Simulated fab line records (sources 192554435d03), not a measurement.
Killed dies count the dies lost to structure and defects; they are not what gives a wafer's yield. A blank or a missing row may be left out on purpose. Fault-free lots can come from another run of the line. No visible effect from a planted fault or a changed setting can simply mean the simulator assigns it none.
fab line records	flow n5-finfet
record lots=24	wafers=72	last-day=18
route steps=1938 shown BEOL_M2@860 BEOL_M3@944
lots untouched by any fault: they come from a run of this same line in which no faults occurred
start-h: the number of hours between the record's first day and the start of the first shown wafer of the lot	wait-h: hours from the lot's prior step to this one	" the same as in the row above	L1.1+2: a single row standing in for several wafers	- no value present, or no start provided	* or withheld: withheld	< > ~ a bound
route shown NAME@n: a module of which the file shows steps, and the number in the route of the first	usual: mean/standard deviation of fault-free wafers	same: alike in all rows	chamber/n: place in a boat	sites: each site's reading	_std_site: the values' standard deviation	_edge_site: the outer-site mean with the inner-site mean subtracted	radius-mm: how far each site lies from the wafer's centre	mask NAME#n: copy n	behind: the most recent tool/chamber to have shaped the wafer	hold: the reason the lot was held/the length of the hold in hours/how it ended	device: names the non-switching transistor (n, p or np)	end of line: the route-end tests of the same wafers	a step given without rows: its recipe and nothing more	killed: at the first sort, the dies lost to defects and structure; wafer yield is something else	map: a wafer's dies, marking killed ones x, the rest . and places with no die _
set.NAME: the setting as run; set.NAME@STEP: as run at that earlier step	model.NAME: the simulator's own value behind a step, which no gauge read
route steps across a sampled set of lots; one table per step, one row per wafer
services: when a tool's chamber went out of use (start-h, in hours from the record's first day, below 0 if earlier), for how many hours, and the reason
## steps
# step N5_BEOL_M2_ETCH_64
# recipe chemistry=N2/H2	target=SOC	target-depth-a=750	overetch-a=225	mask-material=SiARC	temp-c=40	time-s=121.9	ion-energy-ev=200	pressure-mtorr=30	source-w=840	bias-w=150	n2-flow-sccm=200	h2-flow-sccm=200
# usual drypump-motor-current-A=5.6/0.46	oes-product-au=0.61/0.055	rf-vpp-V=524.3/2.6	showerhead-plenum-p-Torr=2.56/0.089	temp-c=40.00/0.11	throttle-valve-pct=17.72/0.18
lot.wafer	tool	chamber	start-h	wait-h	drypump-motor-current-A	oes-product-au	rf-hours-counter-h	rf-vpp-V	showerhead-plenum-p-Torr	temp-c	throttle-valve-pct
L074.1	rie-diel-06	3	136.56	0.0	5.1	0.67	33	524.6	2.49	40.01	17.77
L074.3	"	0	"	"	5.2	0.55	188	527.3	2.63	40.02	17.54
L074.4	"	1	"	"	6.4	0.71	9	528.0	2.72	40.14	17.61
L075.1	rie-diel-04	0	140.31	0.0	6.0	0.61	106	521.6	2.46	40.19	17.55
L075.4	"	1	"	"	5.8	0.52	229	525.0	2.63	39.92	18.21
L075.6	"	3	"	"	5.2	0.64	-	521.3	2.47	39.89	17.80
L077.3	rie-diel-04	2	148.76	0.0	6.0	0.56	175	524.6	2.53	40.06	17.57
L077.5	"	0	"	"	5.9	0.61	-	522.2	2.46	40.11	17.54
L077.6	"	3	"	"	5.1	0.65	-	522.5	2.47	40.14	17.81
L076.4	rie-diel-06	1	148.76	0.0	6.3	0.70	14	528.2	2.72	39.97	17.63
L076.5	"	0	"	"	5.2	0.55	-	525.7	2.63	40.15	17.53
L076.6	"	3	"	"	5.1	0.66	-	521.3	2.49	39.99	17.77
L078.1	rie-diel-01	0	158.53	0.0	5.2	0.64	62	527.5	2.69	39.96	17.74
L078.2	"	1	"	"	5.3	0.53	246	521.5	2.50	39.81	18.17
L078.3	"	3	"	"	6.1	0.53	242	520.6	2.52	39.98	18.24
L079.2	rie-diel-01	0	168.21	0.0	5.2	0.64	66	529.6	2.68	39.94	17.74
L079.4	"	2	"	"	5.6	0.67	45	522.8	2.47	40.05	17.46
L079.5	"	2	"	"	5.5	0.66	-	522.6	2.47	40.03	17.46
L080.1	rie-diel-06	2	176.29	0.0	5.8	0.64	62	523.5	2.58	40.04	17.62
L080.4	"	2	"	"	5.8	0.64	-	525.6	2.58	39.96	17.63
L080.5	"	1	"	"	6.3	0.69	-	527.8	2.71	40.21	17.63
L082.1	rie-diel-06	1	190.21	0.0	6.4	0.68	29	530.1	2.71	40.10	17.64
L082.3	"	3	"	"	5.0	0.65	52	522.2	2.48	39.93	17.80
L082.4	"	0	"	"	5.2	0.54	209	526.6	2.62	39.98	17.56
L081.1	rie-diel-01	2	194.62	0.0	5.6	0.65	58	521.8	2.46	40.04	17.47
L081.2	"	0	"	"	5.2	0.62	78	528.9	2.68	39.99	17.77
L081.6	"	3	"	"	6.1	0.52	-	522.9	2.51	39.96	18.27
L083.3	rie-diel-04	0	200.69	0.0	6.0	0.59	130	520.5	2.45	39.97	17.59
L083.5	"	2	"	"	6.0	0.54	-	522.2	2.53	40.04	17.60
L083.6	"	3	"	"	5.2	0.63	-	522.3	2.46	39.94	17.83
L084.1	rie-diel-04	3	200.92	0.0	5.1	0.63	95	522.0	2.46	40.10	17.83
L084.2	"	2	"	"	6.0	0.55	195	526.3	2.53	39.87	17.60
L084.5	"	0	"	"	5.9	0.59	-	521.7	2.45	39.84	17.62
L086.3	rie-diel-06	0	208.68	0.0	5.2	0.54	216	527.0	2.62	39.90	17.57
L086.4	"	3	"	"	5.1	0.65	59	522.6	2.48	40.13	17.83
L086.6	"	3	"	"	5.1	0.65	-	520.7	2.48	40.08	17.83
L085.2	rie-diel-06	2	210.45	0.0	5.8	0.63	76	524.6	2.57	40.14	17.65
L085.4	"	3	"	"	5.1	0.65	60	520.4	2.48	40.11	17.82
L085.6	"	0	"	"	5.2	0.54	-	526.1	2.62	40.07	17.58
L088.2	rie-diel-04	2	217.84	0.0	6.0	0.55	203	523.4	2.52	40.14	17.59
L088.4	"	3	"	"	5.1	0.62	102	520.8	2.46	40.06	17.84
L088.6	"	0	"	"	6.0	0.58	-	521.1	2.45	40.00	17.60
L087.2	rie-diel-04	2	221.70	0.0	6.0	0.54	204	523.2	2.52	39.87	17.60
L087.4	"	1	"	"	5.9	0.70	4	525.3	2.62	40.04	17.83
L087.6	"	3	"	"	5.2	0.62	-	521.3	2.46	39.88	17.85
L089.1	rie-diel-06	2	224.81	0.0	5.8	0.62	80	525.8	2.57	39.92	17.64
L089.3	"	1	"	"	6.3	0.67	40	526.5	2.71	39.91	17.66
L089.6	"	0	"	"	5.2	0.54	-	526.0	2.61	40.11	17.59
L090.2	rie-diel-04	2	227.54	0.0	6.0	0.54	206	524.1	2.52	39.93	17.61
L090.3	"	3	"	"	5.1	0.62	105	520.4	2.45	39.87	17.84
L090.5	"	3	"	"	5.1	0.62	-	520.5	2.45	39.98	17.85
L091.3	rie-diel-06	2	231.07	0.0	5.8	0.62	81	527.5	2.57	39.91	17.67
L091.4	"	0	"	"	5.2	0.53	223	526.2	2.61	39.94	17.59
L091.6	"	2	"	"	5.8	0.63	-	525.8	2.57	40.11	17.66
L092.2	rie-diel-01	2	235.98	0.0	5.6	0.64	78	521.5	2.46	40.05	17.52
L092.3	"	3	"	"	6.1	0.74	5	524.3	2.51	40.01	17.65
L092.5	"	0	"	"	5.2	0.61	-	528.0	2.67	40.12	17.80
L093.2	rie-diel-04	2	252.71	0.0	6.0	0.53	215	523.3	2.52	40.05	17.64
L093.5	"	1	"	"	5.9	0.67	-	525.1	2.62	40.00	17.86
L093.6	"	0	"	"	5.9	0.58	-	519.8	2.44	40.15	17.64
L094.2	rie-diel-06	0	269.02	0.0	5.2	0.53	235	526.9	2.61	40.06	17.61
L094.4	"	1	"	"	6.3	0.65	54	528.5	2.70	40.06	17.71
L094.5	"	1	"	"	6.3	0.65	-	527.2	2.70	40.08	17.68
L095.1	rie-diel-06	2	274.84	0.0	5.8	0.61	94	523.7	2.57	39.94	17.69
L095.2	"	0	"	"	5.2	0.53	237	526.0	2.61	39.95	17.62
L095.3	"	3	"	"	5.1	0.63	80	522.2	2.47	39.96	17.85
L097.1	rie-diel-06	1	276.77	0.0	6.3	0.65	56	527.1	2.70	39.93	17.71
L097.3	"	3	"	"	5.0	0.63	81	523.2	2.47	40.04	17.86
L097.4	"	2	"	"	5.8	0.61	95	525.1	2.56	40.03	17.68
L096.3	rie-diel-06	2	281.72	0.0	5.8	0.61	97	525.4	2.56	39.91	17.68
L096.5	"	1	"	"	6.3	0.64	-	528.3	2.70	40.08	17.69
L096.6	"	0	"	"	5.2	0.53	-	525.9	2.61	40.00	17.62
# step N5_BEOL_M2_STRIP_19
# recipe chemistry=O2	power-w=400	temp-c=40	pressure-mtorr=30	rf-frequency-hz=6e+07	bias-power-w=0	overash-fraction=0.2	o2-flow-sccm=225
# usual drypump-motor-current-A=5.6/0.44	o2-flow-sccm=225.1/0.7	oes-product-au=0.80/0.077	rf-vpp-V=3.6/0.45	showerhead-plenum-p-Torr=2.10/0.072	temp-c=40.00/0.12	throttle-valve-pct=16.57/0.17
lot.wafer	tool	chamber	start-h	wait-h	drypump-motor-current-A	o2-flow-sccm	oes-product-au	rf-hours-counter-h	rf-vpp-V	showerhead-plenum-p-Torr	temp-c	throttle-valve-pct
L074.1	rie-diel-04	1	136.92	0.1	5.8	224.5	0.68	228	3.6	2.16	39.84	16.95
L074.3	"	2	"	"	6.0	224.1	0.73	171	4.2	2.10	39.97	16.51
L074.4	"	3	"	"	5.1	225.1	0.85	76	3.8	2.03	39.89	16.67
L075.1	rie-diel-04	2	140.63	0.1	6.0	224.8	0.71	172	4.0	2.10	39.99	16.48
L075.4	"	1	"	"	5.9	225.1	0.68	229	3.1	2.16	39.89	16.93
L075.6	"	3	"	"	5.2	225.6	0.84	-	3.4	2.03	39.93	16.68
L077.3	rie-diel-04	1	149.04	0.1	5.8	225.0	0.67	233	5.0	2.16	40.03	16.95
L077.5	"	0	"	"	5.9	225.5	0.79	-	3.4	2.01	40.10	16.31
L077.6	"	3	"	"	5.1	223.6	0.83	-	4.3	2.03	40.03	16.67
L076.4	rie-diel-04	3	149.08	0.1	5.2	225.6	0.84	80	2.9	2.03	39.87	16.68
L076.5	"	1	"	"	5.9	224.3	0.67	-	4.1	2.16	39.86	16.98
L076.6	"	0	"	"	5.9	224.8	0.78	-	3.1	2.01	40.02	16.30
L078.1	rie-diel-06	1	158.83	0.1	6.4	225.3	0.90	17	2.8	2.25	40.22	16.56
L078.2	"	3	"	"	5.0	225.0	0.91	43	3.6	2.06	40.01	16.69
L078.3	"	0	"	"	5.2	225.4	0.72	197	3.0	2.14	40.12	16.35
L079.2	rie-diel-04	2	168.49	0.1	6.0	225.4	0.71	184	3.7	2.10	39.96	16.52
L079.4	"	3	"	"	5.2	225.9	0.83	88	3.9	2.03	39.95	16.69
L079.5	"	2	"	"	6.0	225.2	0.72	-	2.8	2.10	39.93	16.52
L080.1	rie-diel-04	3	176.57	0.1	5.2	224.5	0.82	89	3.8	2.03	39.95	16.70
L080.4	"	2	"	"	6.0	224.8	0.71	185	2.7	2.10	40.04	16.51
L080.5	"	3	"	"	5.1	224.6	0.83	-	4.2	2.03	40.04	16.71
L082.1	rie-diel-01	3	190.49	0.1	6.1	225.2	0.68	256	3.2	2.04	40.04	16.74
L082.3	"	0	"	"	5.2	225.9	0.82	76	4.4	2.21	40.00	16.61
L082.4	"	3	"	"	6.1	225.6	0.68	-	2.4	2.04	39.99	16.75
L081.1	rie-diel-01	0	194.90	0.1	5.2	225.1	0.82	78	3.5	2.21	40.08	16.63
L081.2	"	2	"	"	5.6	224.5	0.86	58	3.7	2.06	40.00	16.53
L081.6	"	2	"	"	5.5	225.7	0.86	-	3.3	2.06	39.91	16.55
L083.3	rie-diel-06	1	200.97	0.1	6.4	225.7	0.88	33	3.2	2.24	40.14	16.58
L083.5	"	1	"	"	6.3	227.0	0.87	-	3.9	2.24	40.06	16.59
L083.6	"	0	"	"	5.2	224.9	0.71	-	3.6	2.14	39.76	16.38
L084.1	rie-diel-06	1	201.22	0.1	6.4	226.2	0.87	33	3.8	2.24	40.23	16.59
L084.2	"	3	"	"	5.1	225.8	0.89	56	3.9	2.06	40.01	16.74
L084.5	"	0	"	"	5.2	224.4	0.71	-	3.9	2.14	39.84	16.39
L086.3	rie-diel-06	3	209.03	0.1	5.1	225.4	0.89	59	3.2	2.06	40.07	16.73
L086.4	"	1	"	"	6.4	225.0	0.87	35	3.4	2.24	40.19	16.58
L086.6	"	2	"	"	5.8	224.0	0.84	-	3.2	2.10	40.13	16.41
L085.2	rie-diel-06	2	210.74	0.1	5.8	225.1	0.83	76	3.5	2.10	40.04	16.41
L085.4	"	3	"	"	5.0	225.1	0.88	61	3.1	2.06	39.81	16.73
L085.6	"	1	"	"	6.3	225.4	0.86	-	3.7	2.24	39.85	16.59
L088.2	rie-diel-06	1	218.12	0.1	6.4	225.0	0.86	39	3.3	2.24	39.90	16.60
L088.4	"	3	"	"	5.0	223.9	0.87	63	4.0	2.06	40.08	16.74
L088.6	"	3	"	"	5.0	223.9	0.87	-	3.5	2.06	40.06	16.74
L087.2	rie-diel-04	1	221.98	0.1	5.9	225.2	0.95	4	4.0	2.15	39.94	16.51
L087.4	"	0	"	"	6.0	225.6	0.76	139	3.8	2.00	40.01	16.38
L087.6	"	2	"	"	6.0	224.9	0.70	-	3.7	2.09	39.95	16.56
L089.1	rie-diel-01	0	225.10	0.1	5.2	224.6	0.82	93	3.8	2.21	39.98	16.65
L089.3	"	1	"	"	5.3	225.9	0.70	260	3.1	2.03	40.08	16.92
L089.6	"	1	"	"	5.4	226.0	0.70	-	3.6	2.03	39.91	16.94
L090.2	rie-diel-06	2	227.82	0.1	5.8	223.8	0.82	81	3.3	2.10	40.20	16.43
L090.3	"	3	"	"	5.1	224.0	0.88	65	4.0	2.05	40.00	16.74
L090.5	"	2	"	"	5.8	224.8	0.82	-	3.5	2.10	40.17	16.43
L091.3	rie-diel-06	0	231.55	0.2	5.2	224.5	0.70	223	3.6	2.14	40.00	16.40
L091.4	"	3	"	"	5.1	223.7	0.89	66	3.9	2.05	39.92	16.73
L091.6	"	1	"	"	6.4	225.6	0.86	-	4.0	2.24	39.78	16.59
L092.2	rie-diel-01	3	236.26	0.1	6.1	225.6	0.97	5	3.1	2.03	39.96	16.13
L092.3	"	2	"	"	5.6	226.1	0.83	78	3.8	2.05	40.00	16.59
L092.5	"	0	"	"	5.2	225.7	0.79	-	4.6	2.21	40.33	16.66
L093.2	rie-diel-04	2	253.00	0.1	6.0	224.8	0.70	215	4.3	2.09	39.76	16.57
L093.5	"	2	"	"	6.0	225.1	0.69	-	3.2	2.09	39.93	16.57
L093.6	"	3	"	"	5.1	226.0	0.80	-	3.9	2.02	40.06	16.75
L094.2	rie-diel-04	0	269.31	0.1	6.0	225.6	0.75	154	3.9	1.99	40.11	16.40
L094.4	"	2	"	"	6.0	224.7	0.68	221	4.2	2.09	40.29	16.58
L094.5	"	3	"	"	5.1	224.0	0.78	-	3.9	2.02	40.01	16.74
L095.1	rie-diel-06	2	275.25	0.2	5.8	224.3	0.82	94	4.3	2.09	39.76	16.44
L095.2	"	3	"	"	5.1	224.6	0.86	80	4.4	2.05	39.98	16.78
L095.3	"	1	"	"	6.4	225.2	0.84	55	3.4	2.23	39.97	16.62
L097.1	rie-diel-06	0	277.05	0.1	5.2	225.1	0.69	238	3.6	2.13	40.03	16.42
L097.3	"	2	"	"	5.8	225.4	0.81	95	3.2	2.09	39.97	16.46
L097.4	"	3	"	"	5.1	225.4	0.86	81	4.2	2.05	40.08	16.78
L096.3	rie-diel-04	2	282.07	0.1	6.0	225.4	0.68	224	3.6	2.08	40.20	16.59
L096.5	"	2	"	"	6.0	224.3	0.68	-	3.8	2.08	40.11	16.60
L096.6	"	1	"	"	5.8	225.4	0.88	-	4.0	2.14	40.13	16.57
# step N5_BEOL_M2_ALD_84
# recipe material=TaN	target-thk-a=*	temp-c=275	ald-precursor-family=PDMAT	ald-co-reactant=NH3	pressure-torr=3	carrier-flow-sccm=1500	pulse-time-s=2	purge-time-s=3	co-reactant-purge-time-s=2	co-reactant-pulse-time-s=3	ald-cycles=30	precursor-vessel-temp-c=75	precursor-vessel-pressure-torr=26.25	precursor-vessel-carrier-sccm=1000
# usual heater-power-outer-w=223/24	heater-power-w=411/40	precursor-vessel-carrier-sccm=1000.0/2.9
# same co-reactant-purge-time-s=2
lot.wafer	tool	chamber	start-h	wait-h	heater-power-outer-w	heater-power-w	precursor-vessel-carrier-sccm
L074.1	ald-metal-04	1	141.91	0.0	242	424	999.1
L074.3	"	3	"	"	222	405	1000.9
L074.4	"	0	"	"	211	401	998.3
L075.1	ald-metal-03	0	142.45	0.1	187	381	998.3
L075.4	"	2	"	"	241	432	1000.8
L075.6	"	1	"	"	250	478	998.4
L077.3	ald-metal-02	3	152.33	0.1	252	443	999.9
L077.5	"	3	"	"	255	442	1005.1
L077.6	"	0	"	"	206	368	998.1
L076.4	ald-metal-04	2	153.86	0.2	243	461	997.0
L076.5	"	0	"	"	203	389	999.6
L076.6	"	3	"	"	216	415	1001.2
L078.1	ald-metal-03	0	162.65	0.0	190	372	994.4
L078.2	"	1	"	"	251	468	994.6
L078.3	"	3	"	"	206	401	1002.4
L079.2	ald-metal-04	1	185.67	0.2	248	429	997.2
L079.4	"	2	"	"	239	464	996.9
L079.5	"	3	"	"	222	409	994.1
L080.1	ald-metal-04	2	197.26	0.0	248	468	1001.0
L080.4	"	0	"	"	206	406	1004.3
L080.5	"	3	"	"	223	410	1001.3
L082.1	ald-metal-03	3	199.88	0.0	211	388	1002.7
L082.3	"	1	"	"	248	474	1000.1
L082.4	"	2	"	"	240	426	996.7
L081.1	ald-metal-02	1	200.83	0.1	189	358	1003.2
L081.2	"	2	"	"	196	329	1003.1
L081.6	"	3	"	"	251	454	1004.0
L083.3	ald-metal-02	0	205.05	0.0	200	375	1003.8
L083.5	"	0	"	"	205	365	998.1
L083.6	"	1	"	"	193	370	998.7
L084.1	ald-metal-03	3	210.33	0.0	209	382	1001.5
L084.2	"	0	"	"	190	381	1001.2
L084.5	"	0	"	"	191	383	996.8
L086.3	ald-metal-04	1	216.66	0.0	240	429	999.5
L086.4	"	3	"	"	224	407	1000.6
L086.6	"	1	"	"	241	425	1003.0
L085.2	ald-metal-02	2	216.74	0.0	199	331	998.9
L085.4	"	0	"	"	202	387	999.0
L085.6	"	0	"	"	195	361	998.2
L088.2	ald-metal-04	0	227.59	0.0	209	402	995.2
L088.4	"	3	"	"	223	418	998.2
L088.6	"	1	"	"	243	416	998.8
L087.2	ald-metal-02	1	231.83	0.0	193	372	995.4
L087.4	"	2	"	"	194	320	1001.1
L087.6	"	3	"	"	253	433	1002.6
L089.1	ald-metal-04	2	234.57	0.1	247	469	998.6
L089.3	"	3	"	"	224	415	1000.9
L089.6	"	1	"	"	244	426	1003.6
L090.2	ald-metal-03	3	239.99	0.1	207	393	1002.5
L090.3	"	0	"	"	186	381	998.3
L090.5	"	0	"	"	189	377	997.9
L091.3	ald-metal-04	3	240.15	0.1	216	406	999.2
L091.4	"	2	"	"	241	452	1000.0
L091.6	"	2	"	"	240	465	1003.2
L092.2	ald-metal-03	3	248.95	0.0	211	398	1008.7
L092.3	"	0	"	"	190	369	999.4
L092.5	"	0	"	"	186	376	999.2
L093.2	ald-metal-03	3	262.30	0.2	211	391	997.9
L093.5	"	0	"	"	191	369	1001.7
L093.6	"	1	"	"	254	475	1005.3
L094.2	ald-metal-03	2	275.02	0.0	243	440	1004.0
L094.4	"	1	"	"	250	468	999.3
L094.5	"	1	"	"	250	462	1005.8
L095.1	ald-metal-04	3	281.57	0.2	225	415	999.3
L095.2	"	1	"	"	249	422	1002.3
L095.3	"	2	"	"	238	461	1003.7
L097.1	ald-metal-02	0	288.97	0.0	201	373	1003.0
L097.3	"	1	"	"	189	367	997.9
L097.4	"	3	"	"	253	442	997.6
L096.3	ald-metal-03	2	289.08	0.0	244	425	999.0
L096.5	"	2	"	"	243	424	1002.9
L096.6	"	1	"	"	251	483	1002.2
# step N5_BEOL_M2_SPUTTER_81
# recipe material=Cu	target-thk-a=45	temp-c=-20	chamber-pressure-pa=0.07	power-w=withheld	time-s=8.29
# usual throttle-valve-pct=29.8/0.95
lot.wafer	tool	chamber	start-h	wait-h	throttle-valve-pct
L074.1	pvd-sputter-03	-	142.81	0.1	31.3
L074.3	"	-	"	"	27.3
L074.4	"	-	"	"	30.2
L075.1	pvd-sputter-03	-	144.65	0.1	31.3
L075.4	"	-	"	"	27.5
L075.6	"	-	"	"	29.1
L077.3	pvd-sputter-03	-	153.56	0.1	29.6
L077.5	"	-	"	"	31.4
L077.6	"	-	"	"	29.5
L076.4	pvd-sputter-02	-	154.98	0.0	31.5
L076.5	"	-	"	"	30.2
L076.6	"	-	"	"	29.1
L078.1	pvd-sputter-03	-	163.56	0.1	27.4
L078.2	"	-	"	"	29.7
L078.3	"	-	"	"	31.4
L079.2	pvd-sputter-01	-	188.36	0.1	28.7
L079.4	"	-	"	"	30.3
L079.5	"	-	"	"	30.4
L080.1	pvd-sputter-01	-	198.38	0.1	29.0
L080.4	"	-	"	"	29.9
L080.5	"	-	"	"	30.2
L082.1	pvd-sputter-02	-	200.97	0.1	30.2
L082.3	"	-	"	"	31.6
L082.4	"	-	"	"	29.6
L081.1	pvd-sputter-01	-	202.16	0.1	28.7
L081.2	"	-	"	"	30.4
L081.6	"	-	"	"	30.7
L083.3	pvd-sputter-02	-	205.99	0.1	29.5
L083.5	"	-	"	"	29.3
L083.6	"	-	"	"	29.9
L084.1	pvd-sputter-03	-	211.53	0.1	30.3
L084.2	"	-	"	"	31.0
L084.5	"	-	"	"	27.4
L086.3	pvd-sputter-02	-	217.65	0.1	29.1
L086.4	"	-	"	"	30.1
L086.6	"	-	"	"	28.9
L085.2	pvd-sputter-02	-	219.49	0.1	29.1
L085.4	"	-	"	"	30.0
L085.6	"	-	"	"	29.0
L088.2	pvd-sputter-01	-	230.33	0.1	30.3
L088.4	"	-	"	"	29.0
L088.6	"	-	"	"	28.8
L087.2	pvd-sputter-02	-	232.75	0.1	29.7
L087.4	"	-	"	"	28.9
L087.6	"	-	"	"	29.8
L089.1	pvd-sputter-01	-	235.46	0.1	30.7
L089.3	"	-	"	"	28.7
L089.6	"	-	"	"	30.4
L090.2	pvd-sputter-01	-	242.09	0.1	28.7
L090.3	"	-	"	"	29.1
L090.5	"	-	"	"	29.2
L091.3	pvd-sputter-01	-	243.93	0.1	29.0
L091.4	"	-	"	"	30.1
L091.6	"	-	"	"	30.5
L092.2	pvd-sputter-01	-	249.91	0.1	29.1
L092.3	"	-	"	"	30.2
L092.5	"	-	"	"	29.1
L093.2	pvd-sputter-01	-	263.26	0.1	28.9
L093.5	"	-	"	"	30.4
L093.6	"	-	"	"	30.2
L094.2	pvd-sputter-01	-	276.18	0.1	28.8
L094.4	"	-	"	"	29.1
L094.5	"	-	"	"	29.0
L095.1	pvd-sputter-01	-	284.30	0.1	29.8
L095.2	"	-	"	"	29.0
L095.3	"	-	"	"	30.2
L097.1	pvd-sputter-01	-	289.93	0.1	29.9
L097.3	"	-	"	"	30.5
L097.4	"	-	"	"	28.8
L096.3	pvd-sputter-02	-	290.29	0.1	29.5
L096.5	"	-	"	"	30.2
L096.6	"	-	"	"	31.5
# step N5_BEOL_M2_ANNEAL_87
# recipe temp-c=400	time-s=240	ambient=vacuum
# usual heater-power-w=824/64
lot.wafer	tool	chamber	start-h	wait-h	heater-power-w
L074.1	pvd-sputter-03	-	143.11	0.0	948
L074.3	"	-	"	"	784
L074.4	"	-	"	"	802
L075.1	pvd-sputter-03	-	144.95	0.0	943
L075.4	"	-	"	"	763
L075.6	"	-	"	"	762
L077.3	pvd-sputter-03	-	153.86	0.0	749
L077.5	"	-	"	"	948
L077.6	"	-	"	"	753
L076.4	pvd-sputter-02	-	155.31	0.1	784
L076.5	"	-	"	"	879
L076.6	"	-	"	"	831
L078.1	pvd-sputter-03	-	163.86	0.0	810
L078.2	"	-	"	"	765
L078.3	"	-	"	"	932
L079.2	pvd-sputter-01	-	188.66	0.0	767
L079.4	"	-	"	"	801
L079.5	"	-	"	"	790
L080.1	pvd-sputter-01	-	198.68	0.0	771
L080.4	"	-	"	"	772
L080.5	"	-	"	"	815
L082.1	pvd-sputter-02	-	201.27	0.0	838
L082.3	"	-	"	"	809
L082.4	"	-	"	"	803
L081.1	pvd-sputter-01	-	202.46	0.0	927
L081.2	"	-	"	"	822
L081.6	"	-	"	"	813
L083.3	pvd-sputter-02	-	206.29	0.0	799
L083.5	"	-	"	"	824
L083.6	"	-	"	"	796
L084.1	pvd-sputter-03	-	211.83	0.0	803
L084.2	"	-	"	"	950
L084.5	"	-	"	"	791
L086.3	pvd-sputter-02	-	217.95	0.0	829
L086.4	"	-	"	"	856
L086.6	"	-	"	"	824
L085.2	pvd-sputter-02	-	219.79	0.0	850
L085.4	"	-	"	"	874
L085.6	"	-	"	"	835
L088.2	pvd-sputter-01	-	230.63	0.0	804
L088.4	"	-	"	"	933
L088.6	"	-	"	"	766
L087.2	pvd-sputter-02	-	233.05	0.0	770
L087.4	"	-	"	"	821
L087.6	"	-	"	"	777
L089.1	pvd-sputter-01	-	235.76	0.0	822
L089.3	"	-	"	"	929
L089.6	"	-	"	"	803
L090.2	pvd-sputter-01	-	242.39	0.0	918
L090.3	"	-	"	"	768
L090.5	"	-	"	"	939
L091.3	pvd-sputter-01	-	244.23	0.0	773
L091.4	"	-	"	"	813
L091.6	"	-	"	"	796
L092.2	pvd-sputter-01	-	250.21	0.0	758
L092.3	"	-	"	"	773
L092.5	"	-	"	"	940
L093.2	pvd-sputter-01	-	263.56	0.0	954
L093.5	"	-	"	"	806
L093.6	"	-	"	"	770
L094.2	pvd-sputter-01	-	276.48	0.0	928
L094.4	"	-	"	"	778
L094.5	"	-	"	"	761
L095.1	pvd-sputter-01	-	284.60	0.0	763
L095.2	"	-	"	"	774
L095.3	"	-	"	"	831
L097.1	pvd-sputter-01	-	290.23	0.0	786
L097.3	"	-	"	"	790
L097.4	"	-	"	"	786
L096.3	pvd-sputter-02	-	290.59	0.0	791
L096.5	"	-	"	"	884
L096.6	"	-	"	"	780
# step N5_BEOL_M3_CD_MEAS_11
# recipe target-cd-nm=17.05	landing-energy-ev=500	detector=se-inlens	polarity=opening
# usual cd-nm=17.07/0.25
lot.wafer	tool	chamber	start-h	wait-h	cd-nm
L074.1	cd-sem-01	0	146.12	-	17.23
L074.3	"	0	"	"	16.83
L074.4	"	0	"	"	16.56
L075.1	cd-sem-03	0	148.82	-	17.14
L075.4	"	0	"	"	17.51
L075.6	"	0	"	"	16.80
L077.3	cd-sem-02	0	158.27	-	17.32
L077.5	"	0	"	"	17.75
L077.6	"	0	"	"	17.22
L076.4	cd-sem-02	0	159.09	-	17.11
L076.5	"	0	"	"	16.91
L076.6	"	0	"	"	17.17
L078.1	cd-sem-03	0	166.99	-	17.49
L078.2	"	0	"	"	17.34
L078.3	"	0	"	"	16.89
L079.2	cd-sem-01	0	192.06	-	17.03
L079.4	"	0	"	"	16.65
L079.5	"	0	"	"	16.91
L080.1	cd-sem-03	0	203.04	-	17.16
L080.4	"	0	"	"	17.01
L080.5	"	0	"	"	16.96
L082.1	cd-sem-01	0	204.30	-	17.28
L082.3	"	0	"	"	16.90
L082.4	"	0	"	"	16.67
L081.1	cd-sem-01	0	205.92	-	17.05
L081.2	"	0	"	"	17.13
L081.6	"	0	"	"	17.64
L083.3	cd-sem-03	0	210.05	-	16.85
L083.5	"	0	"	"	16.84
L083.6	"	0	"	"	17.14
L084.1	cd-sem-03	0	216.23	-	17.26
L084.2	"	0	"	"	16.77
L084.5	"	0	"	"	16.62
L086.3	cd-sem-02	0	221.45	-	17.13
L086.4	"	0	"	"	17.23
L086.6	"	0	"	"	16.89
L085.2	cd-sem-02	0	224.15	-	17.01
L085.4	"	0	"	"	17.18
L085.6	"	0	"	"	17.19
L088.2	cd-sem-03	0	234.84	-	17.20
L088.4	"	0	"	"	17.00
L088.6	"	0	"	"	17.02
L087.2	cd-sem-02	0	238.10	-	17.37
L087.4	"	0	"	"	17.23
L087.6	"	0	"	"	16.99
L089.1	cd-sem-01	0	239.14	-	17.19
L089.3	"	0	"	"	17.01
L089.6	"	0	"	"	16.58
L090.2	cd-sem-02	0	245.72	-	17.03
L090.3	"	0	"	"	17.35
L090.5	"	0	"	"	17.49
L091.3	cd-sem-02	0	249.04	-	17.52
L091.4	"	0	"	"	17.21
L091.6	"	0	"	"	16.88
L092.2	cd-sem-01	0	254.02	-	16.87
L092.3	"	0	"	"	17.18
L092.5	"	0	"	"	17.39
L093.2	cd-sem-03	0	266.95	-	17.54
L093.5	"	0	"	"	16.92
L093.6	"	0	"	"	16.73
L094.2	cd-sem-02	0	279.50	-	17.17
L094.4	"	0	"	"	17.04
L094.5	"	0	"	"	17.11
L095.1	cd-sem-02	0	288.03	-	17.25
L095.2	"	0	"	"	17.30
L095.3	"	0	"	"	17.55
L097.1	cd-sem-01	0	293.86	-	16.80
L097.3	"	0	"	"	17.38
L097.4	"	0	"	"	17.05
L096.3	cd-sem-02	0	293.90	-	17.10
L096.5	"	0	"	"	17.12
L096.6	"	0	"	"	17.22
## services
tool	chamber	start-h	hours	kind
pvd-sputter-02	-	116.29	4.1	repair
rie-diel-04	3	122.87	3.9	repair
rie-diel-04	-	126.60	2.8	pm
pvd-sputter-03	-	137.19	0.5	repair
rie-diel-01	-	144.78	4.3	pm
ald-metal-04	0	172.22	17.7	repair
pvd-sputter-01	-	172.98	11.1	repair
rie-diel-06	3	173.08	5.7	repair
rie-diel-04	3	185.80	9.3	repair
ald-metal-04	1	188.14	11.8	repair
rie-diel-04	1	195.45	-	clean
rie-diel-04	1	195.45	-	consumable-replace:focus-ring
rie-diel-04	1	195.45	17.4	scheduled-down
rie-diel-04	1	195.45	17.4	vent-cycle
rie-diel-01	3	205.59	-	clean
rie-diel-01	3	205.59	-	consumable-replace:focus-ring
rie-diel-01	3	205.59	19.6	scheduled-down
rie-diel-01	3	205.59	19.6	vent-cycle
ald-metal-02	2	208.62	5.0	repair
rie-diel-06	-	221.57	2.8	pm
rie-diel-06	-	256.88	0.1	repair
ald-metal-02	-	264.15	0.7	repair
ald-metal-02	1	283.70	4.5	repair
rie-diel-01	-	284.58	0.4	repair
## key
fault none
